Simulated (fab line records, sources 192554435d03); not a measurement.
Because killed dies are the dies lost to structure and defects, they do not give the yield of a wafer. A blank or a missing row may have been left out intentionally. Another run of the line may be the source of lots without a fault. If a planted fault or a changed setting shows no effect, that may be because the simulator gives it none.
Chamber matching    flow n5Finfet    N5_STI_FIN_REVEAL_CMP_04 on cmp-01 has 4 sister chambers
The step polishes, stops on Si3N4, t overpolish 4 s, target thk 131.83 nm. 18 wafers are shown with their chamber, then 9 later ones without.

== WAFERS PAIRED WITH THEIR CHAMBERS ==
wafer   chamber  motorCurrentA (A)  timeToEndpointS (s)  overpolishRunS (s)
L075.3  2        7.5                101                  4.006
L075.4  3        8.9                109                  3.999
L075.6  2        8.0                102                  3.998
L079.3  1        7.6                113                  4.004
L079.4  2        7.6                105                  4.015
L079.6  2        7.6                103                  3.990
L081.1  2        7.5                107                  4.021
L081.2  0        6.9                109                  4.013
L081.5  3        8.6                120                  3.997
L085.2  1        7.6                117                  4.004
L085.4  2        7.6                112                  3.983
L085.6  1        8.0                111                  4.008
L089.3  3        9.0                109                  4.008
L089.4  0        7.0                108                  4.000
L089.5  3        8.3                117                  3.994
L090.2  3        8.6                113                  4.012
L090.3  0        6.8                108                  4.008
L090.4  2        7.6                105                  3.984

SIGNATURES (means of the wafers above)
reading          chamber 0  chamber 1  chamber 2  chamber 3  scatter within a chamber
motorCurrentA    6.900      7.733      7.629      8.680      0.209
timeToEndpointS  108.33     113.67     105.00     113.60     3.75
overpolishRunS   4.00700    4.00533    3.99957    4.00200    0.011
Rule: distance of a wafer from a chamber = root of the sum over the readings of ((wafer's reading minus chamber's mean) / reading's scatter) squared. If the next closest chamber is less than 2 further off than the closest, the wafer can't be placed; otherwise it belongs to the closest. The scatter is the square root of a quotient: the sum, over the shown wafers, of each reading's squared deviation from its chamber's mean, divided by wafers minus chambers.

== WAFERS WHOSE CHAMBER IS MISSING ==
wafer   motorCurrentA (A)  timeToEndpointS (s)  overpolishRunS (s)
L091.1  7.7                114                  3.993
L091.3  6.8                111                  3.996
L091.4  8.9                117                  3.999
L092.2  7.5                119                  3.996
L092.5  6.6                113                  3.994
L092.6  7.3                119                  4.014
L094.4  7.7                111                  4.013
L094.5  8.8                122                  3.983
L094.6  6.6                106                  4.007

== WHICH CHAMBER EACH ONE RAN IN ==
wafer   from the rows above           in truth
L091.1  can't be placed: 1 or 2       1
L091.3  0                             0
L091.4  3                             3
L092.2  can't be placed: 1 or 2       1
L092.5  0                             0
L092.6  can't be placed: 1 or 0 or 2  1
L094.4  can't be placed: 1 or 2       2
L094.5  3                             3
L094.6  0                             0
Correctly placed: 5 of 9. Cannot be placed on the basis of these rows: 4; the candidates contain the true chamber in 4. 0 placed wrongly.
